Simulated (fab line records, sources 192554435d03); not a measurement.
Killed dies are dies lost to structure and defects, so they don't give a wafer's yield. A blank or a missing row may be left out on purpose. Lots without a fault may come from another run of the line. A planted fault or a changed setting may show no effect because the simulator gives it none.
Which tool did it? | flow n5_finfet | 10 lots, 30 wafers sampled, at 5 steps of a route of 1938

WHAT THE GAUGES READ, wafer by wafer
N5_BEOL_M13_THK_MEAS_50: measures by xrf. Usual: M13_THK 415 nm, standard deviation 7.6.
lot  | measured     | on            | M13_THK (nm) | flag
L969 | day 11 19:25 | film_metro-02 | 404 402 399  |
L972 | day 13 07:04 | film_metro-01 | 407 412 413  |
L973 | day 13 10:18 | film_metro-01 | 425 418 411  |
L977 | day 14 05:01 | film_metro-01 | 414 403 407  |
L976 | day 14 12:14 | film_metro-02 | 423 420 409  |
L978 | day 15 11:01 | film_metro-01 | 416 410 417  |
L986 | day 16 20:05 | film_metro-01 | 421 426 420  |
L987 | day 17 08:17 | film_metro-01 | 417 412 414  |
L991 | day 18 04:04 | film_metro-01 | 422 409 415  |
L992 | day 18 14:33 | film_metro-02 | 415 411 411  |

N5_BEOL_M13_RS_MEAS_54: measures by four-point-probe. Usual: M13_RS 0.0451 ohm/sq, standard deviation 0.00076.
lot  | measured     | on            | M13_RS (ohm/sq)      | flag
L969 | day 11 19:34 | film_metro-02 | 0.0460 0.0462 0.0465 |
L972 | day 13 07:11 | film_metro-01 | 0.0461 0.0452 0.0452 |
L973 | day 13 10:26 | film_metro-01 | 0.0443 0.0447 0.0457 |
L977 | day 14 05:10 | film_metro-01 | 0.0450 0.0462 0.0455 |
L976 | day 14 12:22 | film_metro-02 | 0.0441 0.0447 0.0456 |
L978 | day 15 11:09 | film_metro-02 | 0.0450 0.0455 0.0448 |
L986 | day 16 20:13 | film_metro-01 | 0.0440 0.0440 0.0446 |
L987 | day 17 08:25 | film_metro-02 | 0.0450 0.0458 0.0453 |
L991 | day 18 04:13 | film_metro-01 | 0.0438 0.0453 0.0450 |
L992 | day 18 14:40 | film_metro-01 | 0.0447 0.0452 0.0450 |

WHICH TOOL RAN EACH LOT (tool, then ch and the chambers of the sampled wafers, then the start)
lot  | N5_BEOL_M13_STRIP_37                 | N5_BEOL_M13_SPUTTER_43       | N5_BEOL_M13_CMP_49
L969 | plasma_asher-02 ch 0,1, day 11 16:08 | pvd_sputter-03, day 11 18:21 | cmp-02 ch 1,2,3, day 11 19:07
L972 | plasma_asher-02 ch 0,1, day 13 02:52 | pvd_sputter-01, day 13 05:36 | cmp-03 ch 0,2,3, day 13 06:48
L973 | plasma_asher-02 ch 0,1, day 13 08:40 | pvd_sputter-02, day 13 09:07 | cmp-02 ch 1,2,3, day 13 10:07
L977 | plasma_asher-02 ch 0,1, day 13 22:52 | pvd_sputter-01, day 14 03:07 | cmp-02 ch 0,3, day 14 04:43
L976 | plasma_asher-01 ch 0,1, day 14 07:31 | pvd_sputter-03, day 14 08:52 | cmp-03 ch 1,2,3, day 14 12:01
L978 | plasma_asher-01 ch 0,1, day 15 09:13 | pvd_sputter-02, day 15 09:55 | cmp-02 ch 0,2,3, day 15 10:44
L986 | plasma_asher-01 ch 0,1, day 16 17:39 | pvd_sputter-03, day 16 18:33 | cmp-03 ch 0,1,3, day 16 19:49
L987 | plasma_asher-01 ch 0,1, day 17 04:52 | pvd_sputter-01, day 17 06:59 | cmp-04 ch 1,2,3, day 17 08:01
L991 | plasma_asher-02 ch 0,1, day 17 22:49 | pvd_sputter-03, day 18 01:52 | cmp-03 ch 0,1,2, day 18 03:46
L992 | plasma_asher-02 ch 0, day 18 11:16   | pvd_sputter-02, day 18 13:31 | cmp-02 ch 0,2, day 18 14:17
- N5_BEOL_M13_STRIP_37: strips in N2/H2.
- N5_BEOL_M13_SPUTTER_43: material TaN, target thk 15 nm, time 24.19 s.
- N5_BEOL_M13_CMP_49: polishes, stops on SiOC, t overpolish 17.1 s, target thk 420 nm.

WHAT THE TOOLS THEMSELVES READ (means of the sampled wafers that have a number; where no wafer has one, the mark that the record gives instead)
N5_BEOL_M13_STRIP_37. Usual: drypump_motor_current_A 5.36 A, standard deviation 0.22; h2_flow_sccm 3249 sccm, standard deviation 11; heater_power_w 349 W, standard deviation 15; oes_product_au 0.783 a.u., standard deviation 0.0097.
lot  | tool            | drypump_motor_current_A (A) | h2_flow_sccm (sccm) | heater_power_w (W) | oes_product_au (a.u.) | flag
L969 | plasma_asher-02 | 5.32                        | 3254                | 344                | 0.785                 |
L972 | plasma_asher-02 | 5.43                        | 3244                | 349                | 0.781                 |
L973 | plasma_asher-02 | 5.40                        | 3247                | 351                | 0.780                 |
L977 | plasma_asher-02 | 5.43                        | 3253                | 359                | 0.787                 |
L976 | plasma_asher-01 | 5.21                        | 3246                | 342                | 0.786                 |
L978 | plasma_asher-01 | 5.43                        | 3243                | 360                | 0.783                 |
L986 | plasma_asher-01 | 5.45                        | 3258                | 352                | 0.787                 |
L987 | plasma_asher-01 | 5.42                        | 3257                | 355                | 0.783                 |
L991 | plasma_asher-02 | 5.31                        | 3243                | 350                | 0.784                 |
L992 | plasma_asher-02 | 5.23                        | 3270                | 342                | 0.784                 |

N5_BEOL_M13_SPUTTER_43. Usual: chamber_pressure_pa 0.12002 Pa, standard deviation 0.00024; throttle_valve_pct 29.9 %, standard deviation 1.2.
lot  | tool           | chamber_pressure_pa (Pa) | throttle_valve_pct (%) | flag
L969 | pvd_sputter-03 | 0.12015                  | 30.4                   |
L972 | pvd_sputter-01 | 0.11985                  | 29.7                   |
L973 | pvd_sputter-02 | 0.12003                  | 30.9                   |
L977 | pvd_sputter-01 | 0.12013                  | 28.8                   |
L976 | pvd_sputter-03 | 0.12011                  | 30.4                   |
L978 | pvd_sputter-02 | 0.11989                  | 30.7                   |
L986 | pvd_sputter-03 | 0.12007                  | 30.3                   |
L987 | pvd_sputter-01 | 0.11978                  | 28.6                   |
L991 | pvd_sputter-03 | 0.12000                  | 30.3                   |
L992 | pvd_sputter-02 | 0.12019                  | 30.8                   |

N5_BEOL_M13_CMP_49. Usual: barrier_field_endpoint_s 30.3 s, standard deviation 0.69; head_pressure_psi 1.0001 psi, standard deviation 0.0022; motor_current_A 6.1 A, standard deviation 0.43.
lot  | tool   | barrier_field_endpoint_s (s) | head_pressure_psi (psi) | motor_current_A (A) | flag
L969 | cmp-02 | 30.0                         | 1.0016                  | 5.9                 |
L972 | cmp-03 | 30.9                         | 1.0010                  | 6.3                 |
L973 | cmp-02 | 30.9                         | 0.9994                  | 5.9                 |
L977 | cmp-02 | 30.0                         | 0.9996                  | 5.8                 |
L976 | cmp-03 | 29.5                         | 0.9999                  | 6.2                 |
L978 | cmp-02 | 30.4                         | 0.9976                  | 6.0                 |
L986 | cmp-03 | 29.9                         | 1.0003                  | 6.0                 |
L987 | cmp-04 | 30.8                         | 1.0012                  | 6.4                 |
L991 | cmp-03 | 28.4                         | 0.9996                  | 6.3                 |
L992 | cmp-02 | 31.4                         | 0.9997                  | 6.1                 |

THE ANSWER, worked out from the rows above alone
Rule: a lot is off if the mean of its wafers that have a number lies more than 3 standard deviations from the usual mean. A lot without any number at a reading at which 4 lots or more have one is off too. The other lots that the step has rows for count as sound. The gauges are gone through in route order, then the tools' own readings, and for those a lot's mean is taken as printed above. The first step at which some lot is off is used, and at that step the reading that is off furthest; a lot without a number counts as furthest.
No lot is off at any reading shown: from this, nothing can be told.

WHAT THE SIMULATOR HAD PUT IN
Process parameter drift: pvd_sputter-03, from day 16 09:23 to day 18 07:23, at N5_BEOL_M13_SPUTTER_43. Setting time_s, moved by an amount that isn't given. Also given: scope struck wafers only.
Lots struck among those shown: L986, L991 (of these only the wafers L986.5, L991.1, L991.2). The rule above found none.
